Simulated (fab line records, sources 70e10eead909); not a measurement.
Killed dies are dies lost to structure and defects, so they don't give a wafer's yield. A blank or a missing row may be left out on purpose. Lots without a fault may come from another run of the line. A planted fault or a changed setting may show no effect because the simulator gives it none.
Which tool did it? | flow nand_harc | 11 lots, 33 wafers sampled, at 6 steps of a route of 1302

WHAT THE GAUGES READ, wafer by wafer
NHARC_A_CONTACT_INSPECT_71.
lot  | measured     | on                | raw_defect_count
L697 | day 21 20:49 | defect_inspect-02 | 150 137 152
L701 | day 23 08:13 | defect_inspect-02 | 16 13 17
L702 | day 23 20:28 | defect_inspect-01 | 75 66 70
L706 | day 25 18:53 | defect_inspect-02 | 136 123 134
L707 | day 25 19:44 | defect_inspect-02 | 47 47 39
L708 | day 26 17:00 | defect_inspect-01 | 17 21 25
L714 | day 28 14:48 | defect_inspect-01 | 1449 1420 113
L716 | day 29 13:20 | defect_inspect-01 | 109 1468 116
L718 | day 30 20:29 | defect_inspect-01 | 84 77 77
L719 | day 30 23:49 | defect_inspect-02 | 28 23 17
L717 | day 31 04:22 | defect_inspect-01 | 75 77 71

NHARC_END_SORT_01.
lot  | measured     | on        | killed_at_array | killed_at_other | killed_at_periphery | killed_dies | killed_open | killed_short
L714 | day 31 05:25 | prober-01 | 139 158 71      | 2 0 5           | 2 2 2               | 143 160 78  | 3 1 3       | 2 2 3
L716 | day 32 00:50 | prober-02 | 81 134 57       | 0 0 1           | 2 3 2               | 83 137 60   | 4 3 3       | 0 1 5

WHICH TOOL RAN EACH LOT (tool, then ch and the chambers of the sampled wafers, then the start)
lot  | NHARC_A_CONTACT_ETCH_102           | NHARC_A_CONTACT_STRIP_55                      | NHARC_A_CONTACT_DEP_58          | NHARC_A_CONTACT_ETCH_126
L697 | rie_diel-12 ch 0,2,3, day 21 13:53 | rie_diel-12 ch 0,1,3, day 21 20:09 or earlier | pecvd-04 ch 0,2, day 21 20:09   | har_cap_etch-02 ch 0,1, day 21 22:49
L701 | rie_diel-12 ch 1,3, day 23 00:43   | rie_diel-12 ch 0,1,2, day 23 07:22 or earlier | pecvd-01 ch 0,1, day 23 07:22   | har_cap_etch-02 ch 0,1, day 23 10:11
L702 | rie_diel-13 ch 0,1, day 23 13:58   | rie_diel-13 ch 0,2, day 23 19:37 or earlier   | pecvd-01 ch 0,1,2, day 23 19:37 | har_cap_etch-02 ch 0,1, day 23 22:29
L706 | rie_diel-12 ch 0,2,3, day 25 12:38 | rie_diel-12 ch 0,1, day 25 18:10 or earlier   | pecvd-03 ch 0,1,2, day 25 18:10 | har_cap_etch-01 ch 0,1, day 25 20:52
L707 | rie_diel-12 ch 1,3, day 25 12:53   | rie_diel-12 ch 1,2, day 25 18:53 or earlier   | pecvd-03 ch 1,2, day 25 18:53   | har_cap_etch-03 ch 0,1, day 25 21:43
L708 | rie_diel-13 ch 0,1,3, day 26 12:19 | rie_diel-13 ch 0,1,2, day 26 16:17 or earlier | pecvd-04 ch 1,2, day 26 16:17   | har_cap_etch-03 ch 0,1, day 26 19:01
L714 | rie_diel-12 ch 0,1,3, day 28 09:43 | rie_diel-12 ch 1,3, day 28 14:06 or earlier   | pecvd-03 ch 1,2, day 28 14:06   | har_cap_etch-01 ch 0,1, day 28 16:54
L716 | rie_diel-13 ch 1,2, day 29 08:35   | rie_diel-13 ch 0,1, day 29 12:29 or earlier   | pecvd-03 ch 0,1,2, day 29 12:29 | har_cap_etch-03 ch 0,1, day 29 15:23
L718 | rie_diel-06 ch 2,3, day 30 14:32   | rie_diel-06 ch 1,2,3, day 30 19:41 or earlier | pecvd-01 ch 0,1,2, day 30 19:41 | har_cap_etch-03 ch 0,1, day 30 22:30
L719 | rie_diel-13 ch 0,2,3, day 30 16:16 | rie_diel-13 ch 0,2, day 30 22:53 or earlier   | pecvd-04 ch 0,1, day 30 22:53   | har_cap_etch-01 ch 0,1, day 31 01:48
L717 | rie_diel-13 ch 0,1,2, day 30 19:30 | rie_diel-13 ch 1,2,3, day 31 03:34 or earlier | pecvd-04 ch 0,2, day 31 03:34   | har_cap_etch-03 ch 0,1, day 31 06:41
- NHARC_A_CONTACT_ETCH_102: etches the open film in CF4/O2, target depth 100 nm, overetch 10 nm, time 55 s.
- NHARC_A_CONTACT_STRIP_55: strips in O2.
- NHARC_A_CONTACT_DEP_58: deposits SiON, target thk 90 nm.
- NHARC_A_CONTACT_ETCH_126: etches the open film in C4F8/O2/Ar, time 197 s, target depth 1918 nm.

WHAT THE TOOLS THEMSELVES READ (means of the sampled wafers that have a number; where no wafer has one, the mark that the record gives instead)
NHARC_A_CONTACT_ETCH_102.
lot  | tool        | drypump_motor_current_A (A) | o2_flow_sccm (sccm) | oes_product_au (a.u.) | rf_fwd_power_W (W) | rf_vpp_V (V) | showerhead_plenum_p_Torr (Torr) | throttle_valve_pct (%)
L697 | rie_diel-12 | 5.8                         | 19.94               | 0.999                 | 297.6              | 198.0        | 1.35                            | 13.393
L701 | rie_diel-12 | 6.4                         | 19.99               | 1.017                 | 297.4              | 196.7        | 1.31                            | 13.397
L702 | rie_diel-13 | 5.3                         | 20.03               | 0.996                 | 294.9              | 198.1        | 1.35                            | 13.391
L706 | rie_diel-12 | 5.8                         | 19.98               | 1.003                 | 296.9              | 197.9        | 1.35                            | 13.394
L707 | rie_diel-12 | 6.3                         | 20.02               | 1.015                 | 297.6              | 197.6        | 1.31                            | 13.398
L708 | rie_diel-13 | 5.5                         | 19.99               | 1.000                 | 294.8              | 198.4        | 1.33                            | 13.399
L714 | rie_diel-12 | 6.2                         | 20.12               | 1.017                 | 297.0              | 198.0        | 1.34                            | 13.398
L716 | rie_diel-13 | 5.4                         | 19.97               | 0.992                 | 295.5              | 197.9        | 1.33                            | 13.400
L718 | rie_diel-06 | 5.1                         | 20.06               | 0.998                 | 295.9              | 197.7        | 1.34                            | 13.395
L719 | rie_diel-13 | 5.2                         | 20.01               | 0.998                 | 295.8              | 196.8        | 1.29                            | 13.397
L717 | rie_diel-13 | 5.3                         | 19.99               | 1.007                 | 294.7              | 197.5        | 1.32                            | 13.394

NHARC_A_CONTACT_STRIP_55.
lot  | tool        | drypump_motor_current_A (A) | o2_flow_sccm (sccm) | oes_product_au (a.u.) | rf_vpp_V (V) | showerhead_plenum_p_Torr (Torr) | throttle_valve_pct (%)
L697 | rie_diel-12 | 6.2                         | 500.8               | 1.013                 | 58.0         | 3.57                            | 17.043
L701 | rie_diel-12 | 6.1                         | 499.1               | 1.003                 | 57.3         | 3.41                            | 17.039
L702 | rie_diel-13 | 5.0                         | 499.1               | 1.000                 | 57.6         | 3.39                            | 17.038
L706 | rie_diel-12 | 6.5                         | 499.7               | 1.009                 | 56.8         | 3.39                            | 17.041
L707 | rie_diel-12 | 5.8                         | 500.0               | 1.002                 | 57.0         | 3.32                            | 17.039
L708 | rie_diel-13 | 5.3                         | 497.6               | 0.999                 | 57.9         | 3.49                            | 17.027
L714 | rie_diel-12 | 6.1                         | 498.7               | 1.019                 | 59.0         | 3.61                            | 17.037
L716 | rie_diel-13 | 5.5                         | 500.7               | 0.996                 | 57.6         | 3.58                            | 17.034
L718 | rie_diel-06 | 5.2                         | 500.6               | 0.988                 | 57.3         | 3.64                            | 17.039
L719 | rie_diel-13 | 5.0                         | 500.0               | 0.992                 | 57.5         | 3.37                            | 17.032
L717 | rie_diel-13 | 5.4                         | 500.3               | 0.992                 | 57.9         | 3.44                            | 17.033

NHARC_A_CONTACT_DEP_58.
lot  | tool     | heater_power_w (W) | rf_fwd_power_W (W)
L697 | pecvd-04 | 773                | 347.3
L701 | pecvd-01 | 724                | 348.9
L702 | pecvd-01 | 811                | 348.5
L706 | pecvd-03 | 772                | 348.2
L707 | pecvd-03 | 731                | 347.9
L708 | pecvd-04 | 642                | 349.2
L714 | pecvd-03 | 803                | 348.9
L716 | pecvd-03 | 765                | 349.7
L718 | pecvd-01 | 742                | 347.5
L719 | pecvd-04 | 700                | 347.4
L717 | pecvd-04 | 776                | 347.3

THE ANSWER, worked out from the rows above alone
Rule: what is usual is taken from the lots themselves. Put in order of their means at a reading, lots are off if they are a third of the lots or fewer, leave a main group of 4 or more, and stand apart from it by a gap of 3 or more times the standard deviation of the main group's means; of several such gaps the widest counts. A main group whose means are all the same, to the digits that the tables above print for the reading, isn't used. A lot without any number at a reading at which 4 lots or more have one is off too. The other lots that the step has rows for count as sound. The gauges are gone through in route order, then the tools' own readings, and for those a lot's mean is taken as printed above. The first step at which some lot is off is used, and at that step the reading that is off furthest; a lot without a number counts as furthest.
Off: L714, L716, at NHARC_A_CONTACT_INSPECT_71 (raw_defect_count). The main group: mean 67, standard deviation 45.
A tool fits if, at a process step before that reading, it ran every lot that is off, and no sound lot after the first of them. The gauges at NHARC_A_CONTACT_INSPECT_71 are tried like those tools. NHARC_A_CONTACT_STRIP_55 gives no start for some lots, so the hours and the order of its lots are those of NHARC_A_CONTACT_DEP_58. One fits: pecvd-03 at NHARC_A_CONTACT_DEP_58. Its last sound lot is L707 (day 25 18:53), its first lot that is off L714 (day 28 14:06): a fault that began between those two fits.

WHAT THE SIMULATOR HAD PUT IN
Chamber particle source: pecvd-03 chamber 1, from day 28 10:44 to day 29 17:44, at NHARC_A_CONTACT_DEP_58. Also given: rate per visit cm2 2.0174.
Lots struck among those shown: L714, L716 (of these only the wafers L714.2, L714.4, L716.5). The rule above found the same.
